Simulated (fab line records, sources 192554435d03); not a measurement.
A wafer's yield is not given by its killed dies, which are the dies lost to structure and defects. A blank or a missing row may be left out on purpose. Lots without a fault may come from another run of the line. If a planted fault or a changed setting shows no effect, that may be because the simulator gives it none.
Which tool did it? || flow n5-finfet || Sampling: 12 lots, 36 wafers, 4 of 1938 route steps

== WHAT THE GAUGES READ, wafer by wafer ==
N5_PASSIVATION_OVL_MEAS_66.
{"lot": "L133", "measured": "day 14 11:22", "on": "overlay-02", "PASS_OPEN_OVL (nm)": "-6 -2 0"}
{"lot": "L135", "measured": "day 14 06:25", "on": "overlay-01", "PASS_OPEN_OVL (nm)": "-7 -3 -1"}
{"lot": "L134", "measured": "day 14 02:53", "on": "overlay-01", "PASS_OPEN_OVL (nm)": "-7 0 -5"}
{"lot": "L136", "measured": "day 14 11:41", "on": "overlay-01", "PASS_OPEN_OVL (nm)": "-2 -2 -7"}
{"lot": "L138", "measured": "day 15 09:26", "on": "overlay-02", "PASS_OPEN_OVL (nm)": "6 1 4"}
{"lot": "L140", "measured": "day 15 06:56", "on": "overlay-01", "PASS_OPEN_OVL (nm)": "3 0 -4"}
{"lot": "L143", "measured": "day 16 14:36", "on": "overlay-02", "PASS_OPEN_OVL (nm)": "-6 -4 -1"}
{"lot": "L148", "measured": "day 17 02:44", "on": "overlay-01", "PASS_OPEN_OVL (nm)": "-6 -4 -8"}
{"lot": "L152", "measured": "day 19 09:07", "on": "overlay-02", "PASS_OPEN_OVL (nm)": "-3 2 0"}
{"lot": "L153", "measured": "day 19 03:04", "on": "overlay-02", "PASS_OPEN_OVL (nm)": "-5 -6 -1"}
{"lot": "L154", "measured": "day 18 19:09", "on": "overlay-01", "PASS_OPEN_OVL (nm)": "-2 3 1"}
{"lot": "L156", "measured": "day 19 15:37", "on": "overlay-01", "PASS_OPEN_OVL (nm)": "-1 -7 2"}

== TOOL THAT RAN EACH LOT (tool first, then ch and the chambers of the sampled wafers, then the start) ==
{"lot": "L133", "N5_BEOL_M8_HM_STRIP_39": "wet-bench-02 ch 1,2,6, day 11 06:16", "N5_PASSIVATION_ETCH_15": "rie-diel-04 ch 0,3, day 14 08:22 or earlier", "N5_PASSIVATION_SPUTTER_20": "pvd-sputter-02, day 14 08:22"}
{"lot": "L135", "N5_BEOL_M8_HM_STRIP_39": "wet-bench-01 ch 1,3,7, day 11 06:19", "N5_PASSIVATION_ETCH_15": "rie-diel-06 ch 0,1,3, day 14 03:56 or earlier", "N5_PASSIVATION_SPUTTER_20": "pvd-sputter-03, day 14 03:56"}
{"lot": "L134", "N5_BEOL_M8_HM_STRIP_39": "wet-bench-01 ch 0,4,5, day 11 07:50", "N5_PASSIVATION_ETCH_15": "rie-diel-02 ch 0,3, day 13 23:18 or earlier", "N5_PASSIVATION_SPUTTER_20": "pvd-sputter-01, day 13 23:18"}
{"lot": "L136", "N5_BEOL_M8_HM_STRIP_39": "wet-bench-03 ch 1,6,7, day 11 16:04", "N5_PASSIVATION_ETCH_15": "rie-diel-06 ch 0,1,3, day 14 08:58 or earlier", "N5_PASSIVATION_SPUTTER_20": "pvd-sputter-02, day 14 08:58"}
{"lot": "L138", "N5_BEOL_M8_HM_STRIP_39": "wet-bench-01 ch 0,4,7, day 12 12:44", "N5_PASSIVATION_ETCH_15": "rie-diel-04 ch 0,1,3, day 15 06:54 or earlier", "N5_PASSIVATION_SPUTTER_20": "pvd-sputter-02, day 15 06:54"}
{"lot": "L140", "N5_BEOL_M8_HM_STRIP_39": "wet-bench-02 ch 1,4,5, day 12 14:19", "N5_PASSIVATION_ETCH_15": "rie-diel-04 ch 0,1,2, day 15 04:25 or earlier", "N5_PASSIVATION_SPUTTER_20": "pvd-sputter-02, day 15 04:25"}
{"lot": "L143", "N5_BEOL_M8_HM_STRIP_39": "wet-bench-02 ch 1,3,7, day 13 16:35", "N5_PASSIVATION_ETCH_15": "rie-diel-06 ch 1,2,3, day 16 11:54 or earlier", "N5_PASSIVATION_SPUTTER_20": "pvd-sputter-01, day 16 11:54"}
{"lot": "L148", "N5_BEOL_M8_HM_STRIP_39": "wet-bench-01 ch 0,3,5, day 14 00:52", "N5_PASSIVATION_ETCH_15": "rie-diel-04 ch 1,2,3, day 16 23:30 or earlier", "N5_PASSIVATION_SPUTTER_20": "pvd-sputter-01, day 16 23:30"}
{"lot": "L152", "N5_BEOL_M8_HM_STRIP_39": "wet-bench-03 ch 2,3,6, day 15 23:01", "N5_PASSIVATION_ETCH_15": "rie-diel-06 ch 1,2, day 19 06:10 or earlier", "N5_PASSIVATION_SPUTTER_20": "pvd-sputter-03, day 19 06:10"}
{"lot": "L153", "N5_BEOL_M8_HM_STRIP_39": "wet-bench-03 ch 2,3,7, day 16 02:10", "N5_PASSIVATION_ETCH_15": "rie-diel-06 ch 1,2,3, day 19 00:35 or earlier", "N5_PASSIVATION_SPUTTER_20": "pvd-sputter-03, day 19 00:35"}
{"lot": "L154", "N5_BEOL_M8_HM_STRIP_39": "wet-bench-01 ch 0,1,7, day 16 02:40", "N5_PASSIVATION_ETCH_15": "rie-diel-06 ch 1,2,3, day 18 16:47 or earlier", "N5_PASSIVATION_SPUTTER_20": "pvd-sputter-03, day 18 16:47"}
{"lot": "L156", "N5_BEOL_M8_HM_STRIP_39": "wet-bench-03 ch 1,6,7, day 16 23:02", "N5_PASSIVATION_ETCH_15": "rie-diel-04 ch 0,3, day 19 12:50 or earlier", "N5_PASSIVATION_SPUTTER_20": "pvd-sputter-02, day 19 12:50"}
- N5_BEOL_M8_HM_STRIP_39: strips TiN in peroxide tin strip, target depth 25 nm, time 158 s.
- N5_PASSIVATION_ETCH_15: etches SiCN in CF4/N2, target depth 75 nm, time 81.2 s.
- N5_PASSIVATION_SPUTTER_20: material TaN, target thk 50 nm.

== WHAT THE TOOLS THEMSELVES READ (means of the sampled wafers that have a number; where no wafer has one, the mark that the record gives instead) ==
N5_PASSIVATION_ETCH_15.
{"lot": "L133", "tool": "rie-diel-04", "drypump-motor-current-A (A)": 5.9, "oes-product-au (a.u.)": 0.82, "rf-vpp-V (V)": 380.6, "showerhead-plenum-p-Torr (Torr)": 2.14, "throttle-valve-pct (%)": 15.46}
{"lot": "L135", "tool": "rie-diel-06", "drypump-motor-current-A (A)": 5.8, "oes-product-au (a.u.)": 0.74, "rf-vpp-V (V)": 382.9, "showerhead-plenum-p-Torr (Torr)": 2.23, "throttle-valve-pct (%)": 15.58}
{"lot": "L134", "tool": "rie-diel-02", "drypump-motor-current-A (A)": 6.3, "oes-product-au (a.u.)": 0.80, "rf-vpp-V (V)": 381.3, "showerhead-plenum-p-Torr (Torr)": 2.16, "throttle-valve-pct (%)": 15.64}
{"lot": "L136", "tool": "rie-diel-06", "drypump-motor-current-A (A)": 5.8, "oes-product-au (a.u.)": 0.75, "rf-vpp-V (V)": 382.8, "showerhead-plenum-p-Torr (Torr)": 2.23, "throttle-valve-pct (%)": 15.58}
{"lot": "L138", "tool": "rie-diel-04", "drypump-motor-current-A (A)": 5.6, "oes-product-au (a.u.)": 0.81, "rf-vpp-V (V)": 380.8, "showerhead-plenum-p-Torr (Torr)": 2.16, "throttle-valve-pct (%)": 15.52}
{"lot": "L140", "tool": "rie-diel-04", "drypump-motor-current-A (A)": 5.4, "oes-product-au (a.u.)": 0.78, "rf-vpp-V (V)": 381.2, "showerhead-plenum-p-Torr (Torr)": 2.15, "throttle-valve-pct (%)": 15.50}
{"lot": "L143", "tool": "rie-diel-06", "drypump-motor-current-A (A)": 5.5, "oes-product-au (a.u.)": 0.69, "rf-vpp-V (V)": 380.8, "showerhead-plenum-p-Torr (Torr)": 2.18, "throttle-valve-pct (%)": 15.73}
{"lot": "L148", "tool": "rie-diel-04", "drypump-motor-current-A (A)": 5.3, "oes-product-au (a.u.)": 0.85, "rf-vpp-V (V)": 383.0, "showerhead-plenum-p-Torr (Torr)": 2.22, "throttle-valve-pct (%)": 15.44}
{"lot": "L152", "tool": "rie-diel-06", "drypump-motor-current-A (A)": 5.8, "oes-product-au (a.u.)": 0.80, "rf-vpp-V (V)": 380.9, "showerhead-plenum-p-Torr (Torr)": 2.14, "throttle-valve-pct (%)": 15.60}
{"lot": "L153", "tool": "rie-diel-06", "drypump-motor-current-A (A)": 5.5, "oes-product-au (a.u.)": 0.79, "rf-vpp-V (V)": 381.4, "showerhead-plenum-p-Torr (Torr)": 2.17, "throttle-valve-pct (%)": 15.61}
{"lot": "L154", "tool": "rie-diel-06", "drypump-motor-current-A (A)": 5.5, "oes-product-au (a.u.)": 0.79, "rf-vpp-V (V)": 381.3, "showerhead-plenum-p-Torr (Torr)": 2.18, "throttle-valve-pct (%)": 15.60}
{"lot": "L156", "tool": "rie-diel-04", "drypump-motor-current-A (A)": 5.7, "oes-product-au (a.u.)": 0.76, "rf-vpp-V (V)": 379.8, "showerhead-plenum-p-Torr (Torr)": 2.11, "throttle-valve-pct (%)": 15.62}

N5_PASSIVATION_SPUTTER_20.
{"lot": "L133", "tool": "pvd-sputter-02", "substrate-temp-c (C)": 25.02, "throttle-valve-pct (%)": 29.5}
{"lot": "L135", "tool": "pvd-sputter-03", "substrate-temp-c (C)": 24.94, "throttle-valve-pct (%)": 29.5}
{"lot": "L134", "tool": "pvd-sputter-01", "substrate-temp-c (C)": 25.12, "throttle-valve-pct (%)": 32.0}
{"lot": "L136", "tool": "pvd-sputter-02", "substrate-temp-c (C)": 24.84, "throttle-valve-pct (%)": 30.6}
{"lot": "L138", "tool": "pvd-sputter-02", "substrate-temp-c (C)": 25.01, "throttle-valve-pct (%)": 29.3}
{"lot": "L140", "tool": "pvd-sputter-02", "substrate-temp-c (C)": 24.93, "throttle-valve-pct (%)": 30.1}
{"lot": "L143", "tool": "pvd-sputter-01", "substrate-temp-c (C)": 24.98, "throttle-valve-pct (%)": 31.1}
{"lot": "L148", "tool": "pvd-sputter-01", "substrate-temp-c (C)": 24.90, "throttle-valve-pct (%)": 31.1}
{"lot": "L152", "tool": "pvd-sputter-03", "substrate-temp-c (C)": 25.05, "throttle-valve-pct (%)": 29.3}
{"lot": "L153", "tool": "pvd-sputter-03", "substrate-temp-c (C)": 25.13, "throttle-valve-pct (%)": 30.2}
{"lot": "L154", "tool": "pvd-sputter-03", "substrate-temp-c (C)": 24.98, "throttle-valve-pct (%)": 29.7}
{"lot": "L156", "tool": "pvd-sputter-02", "substrate-temp-c (C)": 24.96, "throttle-valve-pct (%)": 30.5}

== THE ANSWER, worked out from the rows above alone ==
Rule: the usual values come from the lots themselves. Put in order of their means at a reading, lots are off if they are a third of the lots or fewer, leave a main group of 4 or more, and stand apart from it by a gap of 3 or more times the standard deviation of the main group's means; of several such gaps the widest counts. A main group whose means are all the same, to the digits that the tables above print for the reading, isn't used. A lot without any number at a reading at which 4 lots or more have one is off too. Where the step has rows for the other lots, those lots are counted as sound. The gauges are gone through in route order, then the tools' own readings, and for those a lot's mean is taken as printed above. At the first step where some lot is off, the reading lying furthest off is the one used; lots without a number count as furthest.
Across all readings shown, no lot is off: no conclusion can be drawn from this.

== WHAT THE SIMULATOR HAD INSERTED ==
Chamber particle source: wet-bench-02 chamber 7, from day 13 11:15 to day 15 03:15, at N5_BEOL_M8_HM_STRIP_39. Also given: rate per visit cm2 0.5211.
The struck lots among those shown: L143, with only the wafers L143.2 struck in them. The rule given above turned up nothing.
